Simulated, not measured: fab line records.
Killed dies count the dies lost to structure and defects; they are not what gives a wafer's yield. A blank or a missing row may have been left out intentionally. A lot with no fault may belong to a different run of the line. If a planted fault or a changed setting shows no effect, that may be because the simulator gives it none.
Comparing a struck lot with a sound one ; flow n5-finfet ; 37 out of 1938 route steps
Sound: the wafers L836.1, L836.3, L836.6. Struck: wafer L837.6 (left out: L837.2, L837.3 of the same lot, which were not struck); the cause appears at the end.
Each step with rows lists, per side, the tool, then ch with its chambers, then its first start. Under that, the readings that differ: sound wafers ; struck wafers ; difference of the means ; sigmas: that difference in standard deviations of wafers without a fault.
alike: words and numbers the same on both sides, and readings whose means are apart by under 2 such deviations; not compared: readings that were withheld, readings missing a value for some wafer, numbers with overlapping values and no deviation given by the record, and bounds like >300 which may hide the same value.
The two part at a step that has a row with sigmas, a row that says differs or no value, or rows on one side only. Numbers that have no deviation but don't overlap get no sigmas and don't part them. A reading that every wafer of one side lacks parts them only if that side has two wafers or more.

first, 9 steps without rows for these wafers: N5_BEOL_M4_ANNEAL_95 (time 240 s); N5_BEOL_M4_SPUTTER_96 (material Cu, target thk 4.5 nm, time 8.29 s); N5_BEOL_M4_ECD_50 (material Cu, target thk 300 nm); N5_BEOL_M4_ANNEAL_51 (time 90 s); N5_BEOL_M4_CMP_52 (polishes, stops on SiOC, t overpolish 6.8 s, target thk 40 nm); N5_BEOL_M4_PRE_CLEAN_60 (time 15 s); N5_BEOL_M4_CO_CAP_55 (material Co, precursor CCTBA/H2, target thk 2 nm, time 102.1 s); N5_BEOL_M4_PRE_CLEAN_56 (time 15 s); N5_BEOL_M4_DEP_57 (deposits SiCN from 3MS/NH3, target thk 8 nm, time 14 s).
N5_BEOL_M4_RC_MEAS_101:
  sound on prober-02 ch 0, day 11 02:05; struck on prober-02 ch 0, day 11 21:46
  alike: DIBL_N, DIBL_P, IOFF_N, IOFF_P, ION_N, ION_P, SS_N, SS_P, VT_N, VT_P
then, 24 steps without rows for these wafers: N5_BEOL_M5_ILD_DEP_00 (deposits SiCOH lowk from DEMS/porogen, target thk 140.64 nm, time 25.9 s); N5_BEOL_M5_CURE_79 (cures SiCOH lowk, time 240 s); N5_BEOL_M5_PECVD_70 (deposits SiO2 from TEOS/O2, target thk 16 nm, time 18 s); N5_BEOL_M5_HM_DEP_02 (deposits TiN, target thk 20 nm); N5_BEOL_M5_COAT_59 (time 60 s, resist thk 60 nm); N5_BEOL_M5_COAT_60 (time 60 s, resist thk 12 nm); N5_BEOL_M5_COAT_71 (time 60 s, resist thk 5 nm); N5_BEOL_M5_COAT_05 (resist thk 30 nm); N5_BEOL_M5_EBR_07; N5_BEOL_M5_SOFTBAKE_06 (time 60 s); N5_BEOL_M5_EXPOSE_08 (exposes mask M5, target cd 28 nm); N5_BEOL_M5_PEB_09 (peb time 60 s); N5_BEOL_M5_DEVELOP_10 (develop time 30 s); N5_BEOL_M5_DESCUM_16 (chemistry O2, time 7 s); N5_BEOL_M5_ETCH_72 (etches underlayer in N2/H2, target depth 6.5 nm, time 5.2 s); N5_BEOL_M5_ETCH_61 (etches SiARC in CF4, target depth 15.6 nm, time 26 s); N5_BEOL_M5_ETCH_62 (etches SOC in N2/H2, target depth 75 nm, overetch 15 nm, time 112.5 s); N5_BEOL_M5_STRIP_63 (strips in N2/H2); N5_BEOL_M5_STRIP_73 (strips in N2/H2); N5_BEOL_M5_STRIP_64 (strips in CF4); N5_BEOL_M5_HM_OPEN_17 (chemistry Cl2/BCl3, target TiN, target depth 20 nm, overetch 6 nm); N5_BEOL_M5_STRIP_19 (strips in O2); N5_BEOL_M5_COAT_65 (time 60 s, resist thk 60 nm); N5_BEOL_M5_COAT_66 (time 60 s, resist thk 12 nm).
-- record jumps: 4 days separate the struck wafers' starts on either side; left off in module BEOL_M5, taken up again in module PASSIVATION, whose first shown step is the route's number 1916 --
N5_PASSIVATION_PECVD_35: deposits SiNx from SiH4/NH3/N2, target thk 700 nm, time 151.3 s.
  sound on pecvd-02 ch 0,1,2, day 15 04:04; struck on pecvd-02 ch 2, day 15 20:57
reading;sound;struck;difference;sigmas
heater-power-outer-w (W);144 186 47;228;+102;+2
run-length-s (s);195.5 196.9 195.4;225.3;+29.4;+47
model.SiNx_of_PASSIVATION_PECVD_35.thk-nm (nm);691.4 707.4 711;848.4;+145.1;
  alike: chamber-pressure-Torr, heater-power-w, showerhead-plenum-p-Torr, throttle-valve-pct
N5_PASSIVATION_STRIP_52: strips in post etch residue remover, time 1200 s.
  sound on wet-bench-01 ch 0,3,5, day 15 05:23; struck on wet-bench-06 ch 0, day 15 22:05
reading;sound;struck;difference;sigmas
model.SiNx_of_PASSIVATION_PECVD_35.thk-nm (nm);691 707 710.6;848;+145;
N5_PASSIVATION_PROBE_49:
  rows exist in the record for the struck wafers here (prober-02, day 16 00:46), but not for the sound ones

## WHERE THEY PART
At N5_PASSIVATION_PECVD_35 first; at N5_PASSIVATION_PROBE_49 last (within this record only).

WHY: what the simulator had put in
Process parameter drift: pecvd-02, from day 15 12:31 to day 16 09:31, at N5_PASSIVATION_PECVD_35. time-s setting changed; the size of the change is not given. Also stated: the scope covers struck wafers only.
